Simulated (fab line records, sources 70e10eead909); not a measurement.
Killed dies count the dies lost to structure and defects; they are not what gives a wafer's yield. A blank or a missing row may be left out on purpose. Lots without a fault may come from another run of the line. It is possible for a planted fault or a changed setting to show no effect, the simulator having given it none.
A single fault, viewed from 2 desks    flow nand harc    each desk holds nothing but its own numbers, with what lay behind them at the end

METROLOGY DESK
What the gauges read for every lot (on any tool): the sampled wafers with a number, averaged. A lot is out of limits, marked OUT, if its mean lies more than 4 standard deviations from the usual mean; the brackets give that distance.
Columns: A = cd nm at NHARC_P_ZERO_WELL_CD_MEAS_11, usual 500.1 nm
lot   first seen here  A
L856  day 1 19:15      498.9
L857  day 2 01:34      502.7
L859  day 2 13:14      499.5
L861  day 3 01:18      500.1
L864  day 3 19:14      500.5
L865  day 4 01:14      498.5
L867  day 4 13:07      499.6
L868  day 4 19:19      501.9
L869  day 5 01:10      499.9
L871  day 5 13:15      500.8
L872  day 5 19:14      553.0 (+33) OUT
L873  day 6 01:15      499.4
L877  day 7 01:14      542.9 (+27) OUT
L878  day 7 07:14      499.9
This desk's verdict: out of limits on L872, L877, starting with L872 at day 5 19:14 (cd nm at NHARC_P_ZERO_WELL_CD_MEAS_11). In limits: L856, L857, L859, L861, L864, L865, L867, L868, L869, L871, L873, L878.

THE TOOL OWNER'S DESK: krf scanner-03
The tool's own readings at NHARC_P_ZERO_WELL_EXPOSE_08 (exposes mask P ZERO, target cd 500 nm): means of the sampled wafers that have a number, for each lot that ran on this tool. A lot is out of limits, marked OUT, if its mean lies more than 4 standard deviations from the usual mean; the brackets give that distance.
Columns: A = exposure dose mJ cm2 at NHARC_P_ZERO_WELL_EXPOSE_08, usual 33.78
lot   first seen here  A
L859  day 2 13:05      33.79
L864  day 3 19:05      33.77
L868  day 4 19:10      33.80
L869  day 5 01:01      33.76
L872  day 5 19:05      44.83 (+99 or more) OUT
L877  day 7 01:05      42.59 (+99 or more) OUT
This desk's verdict: out of limits on L872, L877, starting with L872 at day 5 19:05 (exposure dose mJ cm2 at NHARC_P_ZERO_WELL_EXPOSE_08). In limits: L859, L864, L868, L869.

PUT TOGETHER
The tool owner's desk had the chance to raise an alarm at day 5 19:05 on L872, L877.
On L872, L877, the metrology desk was in a position to raise an alarm at day 5 19:14.
On krf scanner-03, each named lot ran NHARC_P_ZERO_WELL_EXPOSE_08.

WHAT HAD BEEN PUT IN BY THE SIMULATOR
Process parameter drift: krf scanner-03, from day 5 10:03 on, at NHARC_P_ZERO_WELL_EXPOSE_08. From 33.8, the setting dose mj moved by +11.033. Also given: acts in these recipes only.
Shown lots that were struck: L872, L877.
Counting hours from when the fault started, the first reading out of limits came at 9 for the tool owner's desk and at 9 for the metrology desk.
